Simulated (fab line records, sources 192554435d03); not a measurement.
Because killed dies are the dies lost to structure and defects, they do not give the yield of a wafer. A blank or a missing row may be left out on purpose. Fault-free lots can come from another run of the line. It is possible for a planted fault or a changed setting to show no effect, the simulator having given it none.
Comparing a struck lot with a sound one    flow n5Finfet    16 out of 1938 route steps
Sound: wafers L633.2, L633.3, L633.4. Wafers struck: L635.2, L635.4, L635.5. The cause is given at the end.
Per side, at each step with rows, come the tool, then ch with its chambers, and then its first start. Under that, the readings that differ: sound wafers    struck wafers    difference of the means    sigmas: that difference in standard deviations of wafers without a fault.
alike: same words and numbers on both sides, and readings whose means sit less than 2 such deviations apart. not compared: any withheld reading, any reading some wafer has no value for, any bound like >300 that may hide the same value, and any number with overlapping values for which the record gives no deviation.
The two part at a step that has a row with sigmas, a row that says differs or no value, or rows on one side only. Numbers that have no deviation but don't overlap get no sigmas and don't part them. A reading missing from all wafers of one side parts the sides only when that side holds two or more wafers.

first, 7 steps without rows for these wafers: N5_BEOL_M0_CUTY_COAT_50 (time 60 s, resist thk 15 nm); N5_BEOL_M0_CUTY_COAT_51 (resist thk 150 nm); N5_BEOL_M0_CUTY_EBR_52; N5_BEOL_M0_CUTY_SOFTBAKE_53 (time 60 s); N5_BEOL_M0_CUTY_EXPOSE_54 (exposes mask M0 ABLK); N5_BEOL_M0_CUTY_PEB_55 (peb time 60 s); N5_BEOL_M0_CUTY_DEVELOP_56 (develop time 30 s).
N5_BEOL_M0_CUTY_CD_MEAS_57: the cd target is 200 nm.
  sound on cdSem-02 ch 0, day 7 17:53; struck on cdSem-02 ch 0, day 8 08:16
reading    sound              struck             difference  sigmas
cdNm (nm)  199.1 198.4 197.5  201.1 200.5 200.3  +2.3        +3
N5_BEOL_M0_CUTY_OVL_MEAS_58:
  sound on overlay-02 ch 0, day 7 17:55; struck on overlay-02 ch 0, day 8 08:17
  alike: M0_ABLK_OVL
N5_BEOL_M0_CUTY_INSPECT_59: inspects for defects (macro).
  struck on defectInspect-01, day 8 08:19; sound on defectInspect-01, day 7 17:57
  alike: rawDefectCount
N5_BEOL_M0_CUTY_DESCUM_61: chemistry O2, time 7.9 s.
  sound on rieDiel-05 ch 0,1,2, day 7 18:02; struck on rieDiel-02 ch 1,2, day 8 08:20
  alike: drypumpMotorCurrentA, oesProductAu, rfVppV, showerheadPlenumPTorr, throttleValvePct
  not compared: rfHoursCounterH
N5_BEOL_M0_CUTY_ETCH_62: etches SiARC in CF4, time 58.5 s.
  sound on rieDiel-05 ch 0,1,2, day 7 18:04; struck on rieDiel-02 ch 1,2, day 8 08:23
reading              sound              struck             difference  sigmas
biasW (W)            36.22 36.01 36.20  35.91 35.87 35.75  -0.30       -3
oesProductAu (a.u.)  0.61 0.58 0.61     0.79 0.69 0.79     +0.16       +2
  alike: cf4FlowSccm, drypumpMotorCurrentA, etchRfOnTimeS, rfVppV, showerheadPlenumPTorr, throttleValvePct
  not compared: rfHoursCounterH
N5_BEOL_M0_CUTY_ETCH_63: etches SOC in N2/H2, target depth 82.7 nm, overetch 16.5 nm, time 124 s.
  sound on rieDiel-05 ch 0,1,2, day 7 18:07; struck on rieDiel-02 ch 1,2, day 8 08:26
  no value came back on the struck wafers for any of 8 readings (biasW (W), chamberPressureMTorr (mTorr) and others); on the sound wafers biasW (W) reads 150.2 151.0 150.7
reading                                                 sound      struck          difference  sigmas
model.CAR-ArF-block_of_BEOL_M0_CUTY_COAT_51.thkNm (nm)  0 0 0      118.6 119 119   +118.9      
model.SiO2_of_BEOL_M0_SAQP_SPACER2_ALD_26.thkNm (nm)    7.2 7.2 7  10.4 10.6 10.4  +3.3        
  not compared: model.SiO2_of_BEOL_M0_SAQP_ALD_48.thkNm
then, 1 step without rows for these wafers: N5_BEOL_M0_CUTY_STRIP_64 (strips in N2/H2).
N5_BEOL_M4_RC_MEAS_101:
  the record has rows for the sound wafers here (prober-02 ch 0, day 10 10:16) and none for the struck ones
-- the record jumps here: 7 days lie between the struck wafers' starts before and after (it left off in module BEOL_M4 and takes up again in module PASSIVATION, whose first step shown is number 1936 of the route) --
N5_PASSIVATION_PROBE_49:
  record: rows for the struck wafers here (prober-02, day 15 05:58), none for the sound ones

## WHERE THEY PART
Last at N5_PASSIVATION_PROBE_49 as far as this record goes, first at N5_BEOL_M0_CUTY_CD_MEAS_57.

WHY: what the simulator had put in
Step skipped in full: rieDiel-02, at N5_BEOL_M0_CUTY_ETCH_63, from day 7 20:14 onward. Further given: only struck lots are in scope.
